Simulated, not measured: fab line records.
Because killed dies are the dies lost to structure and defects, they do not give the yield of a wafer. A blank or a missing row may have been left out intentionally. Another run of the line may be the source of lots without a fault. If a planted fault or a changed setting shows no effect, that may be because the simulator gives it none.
Which tool was responsible?    flow nandHarc    6 lots with 18 wafers sampled at 5 steps, on a route of 1159 steps

WHAT THE GAUGES READ, wafer by wafer
NHARC_END_SORT_01.
lot   measured      on         killedAtArray
L685  day 21 22:23  prober-02  24 233 21
L692  day 23 12:42  prober-02  18 11 21

EACH LOT AND THE TOOL THAT RAN IT (in order: tool; ch and the chambers of the sampled wafers; start)
lot   NHARC_A_SLIT_DEP_23              NHARC_A_SLIT_STRIP_18                         NHARC_A_WL_FILL_ETCHBACK_04       NHARC_A_WL_FILL_STRIP_27
L678  pecvd-02 ch 0,1,2, day 14 17:37  rieDiel-03 ch 0,1,3, day 15 10:05 or earlier  rieMetal-01 ch 0,1, day 15 10:05  plasmaAsher-01 ch 0,1, day 15 10:29
L677  pecvd-01 ch 0,1, day 15 02:13    rieDiel-01 ch 0,1,3, day 15 19:06 or earlier  rieMetal-01 ch 0,1, day 15 19:06  plasmaAsher-02 ch 0,1, day 15 19:31
L682  pecvd-02 ch 0,1,2, day 15 23:51  rieDiel-03 ch 0,2,3, day 16 21:48 or earlier  rieMetal-03 ch 0,1, day 16 21:48  plasmaAsher-01 ch 1, day 16 22:12
L685  pecvd-01 ch 0,1,2, day 16 21:28  rieDiel-01 ch 1,2,3, day 17 15:35 or earlier  rieMetal-03 ch 0, day 17 15:35    plasmaAsher-01 ch 0,1, day 17 15:58
L692  pecvd-04 ch 1,2, day 18 19:32    rieDiel-01 ch 1,2, day 19 12:34 or earlier    rieMetal-02 ch 0,1, day 19 12:34  plasmaAsher-01 ch 0,1, day 19 13:10
L695  pecvd-02 ch 0,1, day 19 13:14    rieDiel-03 ch 0,2,3, day 20 17:59 or earlier  rieMetal-01 ch 0,1, day 20 17:59  plasmaAsher-01 ch 0,1, day 20 18:20
- NHARC_A_SLIT_DEP_23: deposits SiON, target thk 100 nm.
- NHARC_A_SLIT_STRIP_18: strips in O2.
- NHARC_A_WL_FILL_ETCHBACK_04: etches the open film in NF3, target depth 60 nm, time 120 s.
- NHARC_A_WL_FILL_STRIP_27: strips in N2/H2, time 20 s.

THE ANSWER, worked out from the rows above alone
Rule: the usual values come from the lots themselves. Put in order of their means at a reading, lots are off if they are a third of the lots or fewer, leave a main group of 4 or more, and stand apart from it by a gap of 3 or more times the standard deviation of the main group's means; of several such gaps the widest counts. The tables above print the reading to a certain number of digits; a main group whose means all agree to those digits is not used. Also off: a lot with no number at a reading for which 4 or more lots have one. Where the step has rows for the other lots, those lots are counted as sound.
No lot is off at any reading shown: from this, nothing can be told.

WHAT THE SIMULATOR HAD INSERTED
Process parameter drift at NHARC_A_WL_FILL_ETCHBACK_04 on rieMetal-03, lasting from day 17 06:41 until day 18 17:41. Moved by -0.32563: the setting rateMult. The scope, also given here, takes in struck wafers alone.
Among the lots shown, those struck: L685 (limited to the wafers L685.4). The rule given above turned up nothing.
